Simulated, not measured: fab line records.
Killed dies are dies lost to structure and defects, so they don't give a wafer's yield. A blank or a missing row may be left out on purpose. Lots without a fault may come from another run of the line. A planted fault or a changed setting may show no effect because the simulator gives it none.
The tool behind it: which one? | flow nand_harc | Sampling: 7 lots, 21 wafers, 4 of 1302 route steps

## WHAT EACH GAUGE READ, for each wafer
NHARC_A_ONON_D2_THK_MEAS_02: measures by ellipsometry.
lot  | measured     | on            | thk_nm (nm)
L758 | day 13 08:38 | film_metro-01 | 995 995 993
L760 | day 14 13:19 | film_metro-02 | 454 455 454 456 453 454
L770 | day 18 11:24 | film_metro-01 | 1020 1020 1018
L769 | day 18 18:34 | film_metro-02 | 1000 998 997
L771 | day 19 15:57 | film_metro-02 | 1008 1008 1008
L775 | day 20 22:20 | film_metro-01 | 1010 1009 1010
L778 | day 21 13:34 | film_metro-01 | 1005 1007 1005

## TOOL THAT RAN EACH LOT (tool first, then ch and the chambers of the sampled wafers, then the start)
lot  | NHARC_A_CHANNEL_FILL_D1_ETCHBACK_08           | NHARC_A_DECK1_JOINT_CMP_02    | NHARC_A_ONON_D2_DEP_00
L758 | rie_diel-04 ch 1,2,3, day 13 07:19 or earlier | cmp-03 ch 0,1, day 13 07:19   | pecvd_onon-01 ch 0, day 13 08:14
L760 | rie_diel-03 ch 0,2,3, day 14 12:01 or earlier | cmp-03 ch 1,3, day 14 12:01   | pecvd_onon-04 ch 0, day 14 12:48
L770 | rie_diel-03 ch 0,1,2, day 18 09:35 or earlier | cmp-04 ch 1,2, day 18 09:35   | pecvd_onon-01 ch 0, day 18 10:53
L769 | rie_diel-04 ch 0,2,3, day 18 17:19 or earlier | cmp-03 ch 1,3, day 18 17:19   | pecvd_onon-04 ch 0, day 18 18:04
L771 | rie_diel-04 ch 0,1,3, day 19 14:45 or earlier | cmp-04 ch 0,1,3, day 19 14:45 | pecvd_onon-01 ch 0, day 19 15:26
L775 | rie_diel-01 ch 0,1,3, day 20 21:04 or earlier | cmp-03 ch 1,2,3, day 20 21:04 | pecvd_onon-04 ch 0, day 20 21:50
L778 | rie_diel-04 ch 0,2,3, day 21 12:17 or earlier | cmp-04 ch 0,1, day 21 12:17   | pecvd_onon-01 ch 0, day 21 13:07
- NHARC_A_CHANNEL_FILL_D1_ETCHBACK_08: etches the open film in C4F8, target depth 220 nm, time 110 s.
- NHARC_A_DECK1_JOINT_CMP_02: polishes SiOx.
- NHARC_A_ONON_D2_DEP_00: target thk 1000 nm.

## THE ANSWER, worked out from the rows above alone
Rule: usual is defined by the lots themselves. Put in order of their means at a reading, lots are off if they are a third of the lots or fewer, leave a main group of 4 or more, and stand apart from it by a gap of 3 or more times the standard deviation of the main group's means; of several such gaps the widest counts. Not used: any main group whose means are identical at the precision the tables above print for the reading. A lot without any number at a reading at which 4 lots or more have one is off too. All remaining lots with rows at the step are treated as sound.
Off: L760 (NHARC_A_ONON_D2_THK_MEAS_02, thk_nm). The main group: mean 1006 nm, standard deviation 8.1.
If a tool, at a process step before that reading, ran all the lots that are off and no sound lot after the first of them, it fits. Gauges at NHARC_A_ONON_D2_THK_MEAS_02: tried the same way as those tools. NHARC_A_CHANNEL_FILL_D1_ETCHBACK_08 gives no start for some lots, so the hours and the order of its lots are those of NHARC_A_DECK1_JOINT_CMP_02. No candidate that was tried fits.

## WHAT WAS PUT IN BY THE SIMULATOR
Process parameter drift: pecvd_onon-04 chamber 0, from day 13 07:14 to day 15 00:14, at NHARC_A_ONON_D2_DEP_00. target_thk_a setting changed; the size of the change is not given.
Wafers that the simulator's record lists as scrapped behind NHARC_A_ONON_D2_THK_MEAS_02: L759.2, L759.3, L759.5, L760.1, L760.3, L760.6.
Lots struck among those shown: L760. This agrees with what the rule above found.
